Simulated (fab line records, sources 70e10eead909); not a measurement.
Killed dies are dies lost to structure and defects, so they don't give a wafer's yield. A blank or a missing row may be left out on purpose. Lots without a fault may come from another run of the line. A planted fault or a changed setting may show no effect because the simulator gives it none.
Chamber matching | flow nand_harc | NHARC_A_M1_ETCH_35 on rie_diel-13: 4 sister chambers
The step etches the open film in N2/H2, target depth 40 nm, overetch 12 nm, time 43.94 s. 4 wafers are shown with their chamber, then 12 later ones without.

WAFERS WITH THEIR CHAMBER
wafer  | chamber | showerhead_plenum_p_Torr (Torr)
L084.6 | 2       | 1.93
L085.1 | 0       | 1.92
L085.3 | 1       | 2.10
L085.4 | 3       | 2.10

WAFERS WITHOUT THEIR CHAMBER
wafer  | showerhead_plenum_p_Torr (Torr)
L086.1 | 1.92
L086.2 | 2.10
L086.5 | 2.11
L092.1 | 2.10
L092.3 | 1.93
L092.4 | 2.10
L091.1 | 2.11
L091.2 | 2.10
L091.3 | 1.93
L094.1 | 1.93
L094.2 | 2.10
L094.5 | 2.10

WHICH CHAMBER EACH WENT THROUGH
wafer  | from the rows above     | in truth
L086.1 | 0                       | 0
L086.2 | can't be placed: 1 or 3 | 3
L086.5 | can't be placed: 1 or 3 | 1
L092.1 | can't be placed: 1 or 3 | 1
L092.3 | 2                       | 2
L092.4 | can't be placed: 1 or 3 | 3
L091.1 | can't be placed: 1 or 3 | 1
L091.2 | can't be placed: 1 or 3 | 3
L091.3 | 2                       | 2
L094.1 | 2                       | 2
L094.2 | can't be placed: 1 or 3 | 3
L094.5 | can't be placed: 1 or 3 | 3
Placed correctly: 4 of 12. Can't be placed from these rows: 8 (the true chamber is among the candidates in 8). Placed wrongly: 0.
How it was worked out, from the rows above alone: a wafer's distance from a chamber is the root of the sum, over the readings, of the square of ((its reading less the chamber's mean) divided by the reading's scatter). The wafer belongs to the nearest chamber; if the next one is less than 2 further off, it can't be placed. A chamber's mean is the mean of its shown wafers. The scatter: with one shown wafer a chamber, the root of the mean of the squares of how far each hidden wafer lies from its nearest shown one.
